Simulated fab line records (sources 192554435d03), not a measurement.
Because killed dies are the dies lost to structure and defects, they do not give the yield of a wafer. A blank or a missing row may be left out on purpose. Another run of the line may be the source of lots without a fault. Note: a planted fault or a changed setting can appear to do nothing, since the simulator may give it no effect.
Lot-split experiment + flow n5_finfet + 39 wafers read from 7 lots, route of 1938 steps

== SPLIT DETAILS ==
At N5_MOL_CONTACT_COAG_ETCH_124 (etches SiNx in CH3F/O2, stops on SiOC, target depth 6.5 nm), the setting target_depth_a was moved away from the recipe's 65 angstrom on 9 of the 39 wafers read, by -59.6% to +45.3%. This setting was run at the recipe's value on the other wafers.

Reading taken at the split's own step.

== THE READING ==
SOC_of_MOL_CONTACT_COAG_COAT_62.thk_nm (the simulator's own value, which no gauge read), in nm, at N5_MOL_CONTACT_COAG_ETCH_124 (etches SiNx in CH3F/O2, stops on SiOC, target depth 6.5 nm). There is no usual value for it anywhere in the file. Across the 30 wafers here that went through the recipe, the average is 48.3 nm and the standard deviation 0.22 nm.

| wafer  | tool, chamber at the split | target_depth_a as run, angstrom | against the recipe | SOC_of_MOL_CONTACT_COAG_COAT_62.thk_nm, nm | against lot-mates on the recipe |
|--------|----------------------------|---------------------------------|--------------------|--------------------------------------------|---------------------------------|
| L077.1 | rie_diel-05, 2             | 65                              | recipe             | 48.2                                       | -                               |
| L077.2 | rie_diel-05, 0             | 65                              | recipe             | 48                                         | -                               |
| L077.3 | rie_diel-05, 1             | 65                              | recipe             | 48.4                                       | -                               |
| L077.4 | rie_diel-05, 0             | 65                              | recipe             | 48                                         | -                               |
| L077.5 | rie_diel-05, 2             | 65                              | recipe             | 48.4                                       | -                               |
| L077.6 | rie_diel-05, 1             | 65                              | recipe             | 48                                         | -                               |
| L079.1 | rie_diel-01, 3             | 65                              | recipe             | 48.4                                       | -                               |
| L079.2 | rie_diel-01, 1             | 26.26                           | -59.6%             | 49.8                                       | +1.5                            |
| L079.3 | rie_diel-01, 2             | 26.26                           | -59.6%             | 50.2                                       | +1.9                            |
| L079.4 | rie_diel-01, 0             | 26.26                           | -59.6%             | 50.4                                       | +2.1                            |
| L079.5 | rie_diel-01, 2             | 65                              | recipe             | 48.2                                       | -                               |
| L079.6 | rie_diel-01, 1             | 65                              | recipe             | 48.2                                       | -                               |
| L081.1 | rie_diel-04, 1             | 65                              | recipe             | 48.2                                       | -                               |
| L081.2 | rie_diel-04, 3             | 65                              | recipe             | 48                                         | -                               |
| L081.3 | rie_diel-04, 2             | 65                              | recipe             | 48.2                                       | -                               |
| L081.4 | rie_diel-04, 0             | 65                              | recipe             | 48.6                                       | -                               |
| L081.5 | rie_diel-04, 1             | 65                              | recipe             | 48.4                                       | -                               |
| L081.6 | rie_diel-04, 0             | 65                              | recipe             | 48.8                                       | -                               |
| L086.3 | rie_diel-04, 1             | 65                              | recipe             | 48.6                                       | -                               |
| L086.4 | rie_diel-04, 2             | 65                              | recipe             | 48.2                                       | -                               |
| L086.6 | rie_diel-04, 2             | 65                              | recipe             | 48.2                                       | -                               |
| L087.1 | rie_diel-01, 1             | 37.4                            | -42.5%             | 49.8                                       | +1.3                            |
| L087.2 | rie_diel-01, 2             | 65                              | recipe             | 48.4                                       | -                               |
| L087.3 | rie_diel-01, 0             | 65                              | recipe             | 48.6                                       | -                               |
| L087.4 | rie_diel-01, 3             | 37.4                            | -42.5%             | 49.8                                       | +1.3                            |
| L087.5 | rie_diel-01, 1             | 65                              | recipe             | 48.4                                       | -                               |
| L087.6 | rie_diel-01, 2             | 37.4                            | -42.5%             | 50                                         | +1.5                            |
| L088.1 | rie_diel-04, 2             | 65                              | recipe             | 48.2                                       | -                               |
| L088.2 | rie_diel-04, 1             | 65                              | recipe             | 48.6                                       | -                               |
| L088.3 | rie_diel-04, 3             | 65                              | recipe             | 48.2                                       | -                               |
| L088.4 | rie_diel-04, 0             | 65                              | recipe             | 48.8                                       | -                               |
| L088.5 | rie_diel-04, 3             | 65                              | recipe             | 48.4                                       | -                               |
| L088.6 | rie_diel-04, 2             | 65                              | recipe             | 48.4                                       | -                               |
| L097.1 | rie_diel-04, 0             | 65                              | recipe             | 48.4                                       | -                               |
| L097.2 | rie_diel-04, 2             | 94.46                           | +45.3%             | 47                                         | -1.4                            |
| L097.3 | rie_diel-04, 3             | 65                              | recipe             | 48.2                                       | -                               |
| L097.4 | rie_diel-04, 3             | 94.46                           | +45.3%             | 46.8                                       | -1.6                            |
| L097.5 | rie_diel-04, 2             | 94.46                           | +45.3%             | 47                                         | -1.4                            |
| L097.6 | rie_diel-04, 0             | 65                              | recipe             | 48.6                                       | -                               |

FIT RESULTS
A straight line over all 39 wafers: SOC_of_MOL_CONTACT_COAG_COAT_62.thk_nm changes by -0.0317 nm for each +1% of target_depth_a; r = -0.96; the points scatter about the line by 0.22 nm.
The same after taking each lot's own level away (the mean of its wafers on the recipe; 39 wafers): -0.032 nm for each +1%; r = -0.97; scatter 0.19 nm.
That fit puts the effect of the largest move of target_depth_a on the reading at 1.9 nm.
Measured against the standard deviation above, the lots' own levels, which go from 48.17 to 48.47 nm, span 1.4 times it.
Consequently the slope shifts little with the lot-to-lot level, the two slopes agreeing.
Check: for one of the wafers moved furthest among these (-59.6%), held out of the fit, the line's prediction against its lot-mates is +1.98 nm. It came out at +1.53 nm against them.

== OTHER SPLITS ON THESE WAFERS ==
Note: prior to the reading, these wafers also went through further splits. Each is held against what the fit with the lots' levels taken away leaves over:
| other split on the same wafers     | wafers away from the commonest value | r with SOC_of_MOL_CONTACT_COAG_COAT_62.thk_nm (lot level and that fit taken away) |
|------------------------------------|--------------------------------------|-----------------------------------------------------------------------------------|
| N5_FIN_SAQP_HM_DEP_03 target_thk_a | 15                                   | +0.08                                                                             |
| N5_SD_EPI_N_ETCH_16 target_depth_a | 18                                   | -0.05                                                                             |
| N5_HKMG_FIN_DESCUM_17 time_s       | 9                                    | -0.05                                                                             |

== THE WHOLE CHAIN: every reading that the file lists as answering this split, in the file's order ==
| step                         | what it does                                               | reading                                                                                 | change (the file's fit)                                                              | r (the file's) |
|------------------------------|------------------------------------------------------------|-----------------------------------------------------------------------------------------|--------------------------------------------------------------------------------------|----------------|
| N5_MOL_CONTACT_COAG_ETCH_124 | etches SiNx in CH3F/O2, stops on SiOC, target depth 6.5 nm | etch.depth_nm (the simulator's own value, which no gauge read)                          | not straight: 2.578 at the lowest setting, 4.997 at the recipe, 4.993 at the highest | not given      |
| N5_MOL_CONTACT_COAG_ETCH_124 | etches SiNx in CH3F/O2, stops on SiOC, target depth 6.5 nm | SOC_of_MOL_CONTACT_COAG_COAT_62.thk_nm (the simulator's own value, which no gauge read) | -0.032 nm for each +1% of the setting                                                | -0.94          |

== FILE'S OWN FIT ==
SOC_of_MOL_CONTACT_COAG_COAT_62.thk_nm changes by -0.032 nm for each +1% of target_depth_a, r = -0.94.
